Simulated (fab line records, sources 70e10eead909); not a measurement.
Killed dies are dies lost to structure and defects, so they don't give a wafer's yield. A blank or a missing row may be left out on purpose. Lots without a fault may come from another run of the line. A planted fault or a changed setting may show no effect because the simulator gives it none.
Which tool did it? | flow nand_harc | 12 lots, 36 wafers sampled, at 1 step of a route of 1302

WHAT THE GAUGES READ, wafer by wafer
NHARC_A_CONTACT_OVL_MEAS_09.
lot  | measured     | on         | overlay_x_nm (nm)
L075 | day 22 23:29 | overlay-01 | -1.5 -1.4 -1.5
L077 | day 23 07:10 | overlay-02 | -0.4 -1.0 -0.8
L076 | day 23 14:03 | overlay-02 | -0.1 -0.3 0.0
L082 | day 24 18:31 | overlay-01 | 0.5 1.0 0.5
L083 | day 25 23:41 | overlay-01 | -0.1 -0.1 -0.5
L086 | day 26 14:58 | overlay-02 | -0.2 0.1 0.4
L087 | day 27 16:05 | overlay-01 | 0.9 1.5 0.6
L089 | day 28 05:34 | overlay-01 | 2.0 2.8 2.2
L091 | day 29 13:26 | overlay-02 | -1.9 -2.0 -1.6
L094 | day 30 04:52 | overlay-01 | 0.0 -0.8 0.3
L096 | day 31 05:46 | overlay-02 | 0.8 0.8 0.4
L097 | day 32 21:31 | overlay-02 | 0.8 1.0 1.9

WHICH TOOL RAN EACH LOT (tool, then ch and the chambers of the sampled wafers, then the start)
The record holds no process step before these readings.

THE ANSWER, worked out from the rows above alone
Rule: what is usual is taken from the lots themselves. Put in order of their means at a reading, lots are off if they are a third of the lots or fewer, leave a main group of 4 or more, and stand apart from it by a gap of 3 or more times the standard deviation of the main group's means; of several such gaps the widest counts. A main group whose means are all the same, to the digits that the tables above print for the reading, isn't used. A lot without any number at a reading at which 4 lots or more have one is off too. The other lots that the step has rows for count as sound.
No lot is off at any reading shown: from this, nothing can be told.

WHAT THE SIMULATOR HAD PUT IN
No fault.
